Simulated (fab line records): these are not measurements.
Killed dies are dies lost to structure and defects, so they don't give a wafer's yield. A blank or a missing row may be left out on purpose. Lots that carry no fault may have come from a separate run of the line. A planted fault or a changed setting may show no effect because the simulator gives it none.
Matching of chambers / flow n5Finfet / 4 sister chambers for N5_BEOL_M0_SAQP_ETCH_106 on rieDiel-04
The step etches SOC in N2/H2, stops on SiNx, target depth 150 nm. 27 wafers are shown with their chamber, then 12 later ones without.

## WAFERS, EACH WITH ITS CHAMBER
wafer=L075.1; chamber=3; drypumpMotorCurrentA (A)=5.7; showerheadPlenumPTorr (Torr)=2.63; throttleValvePct (%)=17.72
wafer=L075.4; chamber=2; drypumpMotorCurrentA (A)=5.7; showerheadPlenumPTorr (Torr)=2.64; throttleValvePct (%)=17.98
wafer=L075.5; chamber=0; drypumpMotorCurrentA (A)=5.6; showerheadPlenumPTorr (Torr)=2.52; throttleValvePct (%)=17.99
wafer=L079.1; chamber=1; drypumpMotorCurrentA (A)=6.3; showerheadPlenumPTorr (Torr)=2.64; throttleValvePct (%)=17.51
wafer=L079.2; chamber=0; drypumpMotorCurrentA (A)=5.6; showerheadPlenumPTorr (Torr)=2.51; throttleValvePct (%)=17.99
wafer=L079.3; chamber=3; drypumpMotorCurrentA (A)=5.7; showerheadPlenumPTorr (Torr)=2.63; throttleValvePct (%)=17.73
wafer=L079.4; chamber=2; drypumpMotorCurrentA (A)=5.7; showerheadPlenumPTorr (Torr)=2.64; throttleValvePct (%)=18.02
wafer=L079.5; chamber=2; drypumpMotorCurrentA (A)=5.7; showerheadPlenumPTorr (Torr)=2.64; throttleValvePct (%)=18.02
wafer=L079.6; chamber=3; drypumpMotorCurrentA (A)=5.7; showerheadPlenumPTorr (Torr)=2.63; throttleValvePct (%)=17.73
wafer=L082.1; chamber=2; drypumpMotorCurrentA (A)=5.7; showerheadPlenumPTorr (Torr)=2.64; throttleValvePct (%)=18.01
wafer=L082.2; chamber=1; drypumpMotorCurrentA (A)=6.3; showerheadPlenumPTorr (Torr)=2.64; throttleValvePct (%)=17.53
wafer=L082.3; chamber=0; drypumpMotorCurrentA (A)=5.6; showerheadPlenumPTorr (Torr)=2.51; throttleValvePct (%)=18.01
wafer=L082.4; chamber=3; drypumpMotorCurrentA (A)=5.8; showerheadPlenumPTorr (Torr)=2.63; throttleValvePct (%)=17.74
wafer=L082.5; chamber=2; drypumpMotorCurrentA (A)=5.7; showerheadPlenumPTorr (Torr)=2.64; throttleValvePct (%)=18.00
wafer=L082.6; chamber=1; drypumpMotorCurrentA (A)=6.3; showerheadPlenumPTorr (Torr)=2.64; throttleValvePct (%)=17.52
wafer=L084.1; chamber=1; drypumpMotorCurrentA (A)=6.3; showerheadPlenumPTorr (Torr)=2.64; throttleValvePct (%)=17.53
wafer=L084.2; chamber=3; drypumpMotorCurrentA (A)=5.7; showerheadPlenumPTorr (Torr)=2.63; throttleValvePct (%)=17.73
wafer=L084.5; chamber=1; drypumpMotorCurrentA (A)=6.3; showerheadPlenumPTorr (Torr)=2.64; throttleValvePct (%)=17.52
wafer=L085.2; chamber=2; drypumpMotorCurrentA (A)=5.7; showerheadPlenumPTorr (Torr)=2.63; throttleValvePct (%)=18.03
wafer=L085.5; chamber=0; drypumpMotorCurrentA (A)=5.6; showerheadPlenumPTorr (Torr)=2.51; throttleValvePct (%)=18.01
wafer=L085.6; chamber=2; drypumpMotorCurrentA (A)=5.7; showerheadPlenumPTorr (Torr)=2.63; throttleValvePct (%)=18.02
wafer=L086.1; chamber=0; drypumpMotorCurrentA (A)=5.6; showerheadPlenumPTorr (Torr)=2.51; throttleValvePct (%)=18.02
wafer=L086.2; chamber=2; drypumpMotorCurrentA (A)=5.7; showerheadPlenumPTorr (Torr)=2.63; throttleValvePct (%)=18.04
wafer=L086.5; chamber=1; drypumpMotorCurrentA (A)=6.3; showerheadPlenumPTorr (Torr)=2.64; throttleValvePct (%)=17.55
wafer=L089.2; chamber=1; drypumpMotorCurrentA (A)=6.3; showerheadPlenumPTorr (Torr)=2.63; throttleValvePct (%)=17.55
wafer=L089.4; chamber=3; drypumpMotorCurrentA (A)=5.7; showerheadPlenumPTorr (Torr)=2.62; throttleValvePct (%)=17.29
wafer=L089.6; chamber=0; drypumpMotorCurrentA (A)=5.6; showerheadPlenumPTorr (Torr)=2.50; throttleValvePct (%)=18.04

SIGNATURES (averages over the wafers above)
reading=drypumpMotorCurrentA; chamber 0=5.600; chamber 1=6.300; chamber 2=5.700; chamber 3=5.717; scatter within a chamber=0.019
reading=showerheadPlenumPTorr; chamber 0=2.5100; chamber 1=2.6386; chamber 2=2.6362; chamber 3=2.6283; scatter within a chamber=0.00492
reading=throttleValvePct; chamber 0=18.0100; chamber 1=17.5300; chamber 2=18.0150; chamber 3=17.6567; scatter within a chamber=0.0852
Rule: a wafer's distance from a chamber is the root of the sum, over the readings, of the square of ((its reading less the chamber's mean) divided by the reading's scatter). The wafer belongs to the nearest chamber; if the next one is less than 2 further off, it can't be placed. The scatter: take each reading less its chamber's mean, square it, sum over the shown wafers, divide by the number of wafers less the number of chambers, and take the root.

## WAFERS WHOSE CHAMBER IS MISSING
wafer=L090.1; drypumpMotorCurrentA (A)=5.8; showerheadPlenumPTorr (Torr)=2.62; throttleValvePct (%)=17.31
wafer=L090.2; drypumpMotorCurrentA (A)=5.6; showerheadPlenumPTorr (Torr)=2.50; throttleValvePct (%)=18.04
wafer=L090.6; drypumpMotorCurrentA (A)=5.7; showerheadPlenumPTorr (Torr)=2.63; throttleValvePct (%)=18.04
wafer=L091.4; drypumpMotorCurrentA (A)=5.6; showerheadPlenumPTorr (Torr)=2.50; throttleValvePct (%)=18.01
wafer=L091.5; drypumpMotorCurrentA (A)=6.3; showerheadPlenumPTorr (Torr)=2.63; throttleValvePct (%)=17.55
wafer=L091.6; drypumpMotorCurrentA (A)=5.7; showerheadPlenumPTorr (Torr)=2.63; throttleValvePct (%)=18.05
wafer=L096.1; drypumpMotorCurrentA (A)=5.7; showerheadPlenumPTorr (Torr)=2.62; throttleValvePct (%)=17.31
wafer=L096.2; drypumpMotorCurrentA (A)=5.7; showerheadPlenumPTorr (Torr)=2.62; throttleValvePct (%)=18.08
wafer=L096.3; drypumpMotorCurrentA (A)=6.3; showerheadPlenumPTorr (Torr)=2.63; throttleValvePct (%)=17.58
wafer=L096.4; drypumpMotorCurrentA (A)=5.6; showerheadPlenumPTorr (Torr)=2.50; throttleValvePct (%)=18.04
wafer=L096.5; drypumpMotorCurrentA (A)=5.7; showerheadPlenumPTorr (Torr)=2.62; throttleValvePct (%)=18.07
wafer=L096.6; drypumpMotorCurrentA (A)=6.3; showerheadPlenumPTorr (Torr)=2.63; throttleValvePct (%)=17.56

## THE CHAMBER EACH PASSED THROUGH
wafer=L090.1; from the rows above=3; in truth=3
wafer=L090.2; from the rows above=0; in truth=0
wafer=L090.6; from the rows above=2; in truth=2
wafer=L091.4; from the rows above=0; in truth=0
wafer=L091.5; from the rows above=1; in truth=1
wafer=L091.6; from the rows above=2; in truth=2
wafer=L096.1; from the rows above=3; in truth=3
wafer=L096.2; from the rows above=can't be placed: 2 or 3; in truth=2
wafer=L096.3; from the rows above=1; in truth=1
wafer=L096.4; from the rows above=0; in truth=0
wafer=L096.5; from the rows above=can't be placed: 2 or 3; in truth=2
wafer=L096.6; from the rows above=1; in truth=1
10 of 12 placed correctly. Cannot be placed on the basis of these rows: 2; the candidates contain the true chamber in 2. Placed wrongly: 0.
